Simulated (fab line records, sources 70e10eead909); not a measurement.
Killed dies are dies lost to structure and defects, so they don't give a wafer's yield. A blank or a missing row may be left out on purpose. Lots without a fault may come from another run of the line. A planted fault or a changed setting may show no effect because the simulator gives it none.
Which tool did it? | flow nand_harc | 7 lots, 21 wafers sampled, at 2 steps of a route of 1159

WHAT THE GAUGES READ, wafer by wafer
NHARC_A_CONTACT_CD_MEAS_42: target cd 200 nm.
lot  | measured     | on        | cd_nm (nm)
L298 | day 16 15:57 | cd_sem-01 | 199.7 200.1 199.7
L300 | day 17 00:56 | cd_sem-02 | 200.4 201.3 201.0
L303 | day 18 04:44 | cd_sem-02 | 200.4 199.6 199.9
L305 | day 18 21:13 | cd_sem-01 | 199.3 199.4 199.5
L306 | day 20 00:27 | cd_sem-02 | 199.6 200.3 199.7
L317 | day 21 21:59 | cd_sem-03 | 199.3 200.2 200.0
L318 | day 22 02:05 | cd_sem-01 | 200.0 200.3 200.4

WHICH TOOL RAN EACH LOT (tool, then ch and the chambers of the sampled wafers, then the start)
lot  | NHARC_A_CONTACT_DEP_29
L298 | pecvd-04 ch 1,2, day 16 15:21
L300 | pecvd-03 ch 0,1,2, day 17 00:25
L303 | pecvd-01 ch 0,1,2, day 18 04:10
L305 | pecvd-03 ch 0,2, day 18 20:30
L306 | pecvd-04 ch 0,1,2, day 19 23:52
L317 | pecvd-04 ch 0,1,2, day 21 21:16
L318 | pecvd-04 ch 0,2, day 22 01:22
- NHARC_A_CONTACT_DEP_29: deposits SiON, target thk 70 nm.

THE ANSWER, worked out from the rows above alone
Rule: what is usual is taken from the lots themselves. Put in order of their means at a reading, lots are off if they are a third of the lots or fewer, leave a main group of 4 or more, and stand apart from it by a gap of 3 or more times the standard deviation of the main group's means; of several such gaps the widest counts. A main group whose means are all the same, to the digits that the tables above print for the reading, isn't used. A lot without any number at a reading at which 4 lots or more have one is off too. The other lots that the step has rows for count as sound.
No lot is off at any reading shown: from this, nothing can be told.

WHAT THE SIMULATOR HAD PUT IN
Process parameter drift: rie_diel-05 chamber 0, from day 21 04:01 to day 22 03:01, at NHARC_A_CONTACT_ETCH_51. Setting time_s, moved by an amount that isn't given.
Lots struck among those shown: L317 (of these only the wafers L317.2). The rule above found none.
